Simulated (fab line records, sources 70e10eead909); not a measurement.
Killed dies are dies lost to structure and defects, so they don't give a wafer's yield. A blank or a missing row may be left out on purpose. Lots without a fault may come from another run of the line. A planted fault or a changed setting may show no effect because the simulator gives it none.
Chamber matching | flow nand_harc | NHARC_A_CHANNEL_FILL_D1_ALD_25 on ald_hk-03: 4 sister chambers
The step deposits SiOx, target thk 60 nm, pulse time 10 s, ald cycles 600. 4 wafers are shown with their chamber, then 11 later ones without.

WAFERS WITH THEIR CHAMBER
wafer  | chamber | heater_power_w (W)
L090.2 | 3       | 515
L092.1 | 0       | 427
L092.3 | 2       | 509
L093.1 | 1       | 425

WAFERS WITHOUT THEIR CHAMBER
wafer  | heater_power_w (W)
L093.3 | 508
L093.4 | 414
L096.1 | 434
L096.2 | 508
L096.3 | 487
L096.4 | 431
L096.5 | 524
L096.6 | 424
L097.2 | 498
L097.3 | 425
L097.4 | 499

WHICH CHAMBER EACH WENT THROUGH
wafer  | from the rows above     | in truth
L093.3 | can't be placed: 2 or 3 | 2
L093.4 | can't be placed: 1 or 0 | 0
L096.1 | can't be placed: 0 or 1 | 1
L096.2 | can't be placed: 2 or 3 | 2
L096.3 | can't be placed: 2 or 3 | 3
L096.4 | can't be placed: 0 or 1 | 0
L096.5 | can't be placed: 3 or 2 | 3
L096.6 | can't be placed: 1 or 0 | 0
L097.2 | can't be placed: 2 or 3 | 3
L097.3 | can't be placed: 1 or 0 | 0
L097.4 | can't be placed: 2 or 3 | 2
Placed correctly: 0 of 11. Can't be placed from these rows: 11 (the true chamber is among the candidates in 11). Placed wrongly: 0.
How it was worked out, from the rows above alone: a wafer's distance from a chamber is the root of the sum, over the readings, of the square of ((its reading less the chamber's mean) divided by the reading's scatter). The wafer belongs to the nearest chamber; if the next one is less than 2 further off, it can't be placed. A chamber's mean is the mean of its shown wafers. The scatter: with one shown wafer a chamber, the root of the mean of the squares of how far each hidden wafer lies from its nearest shown one.
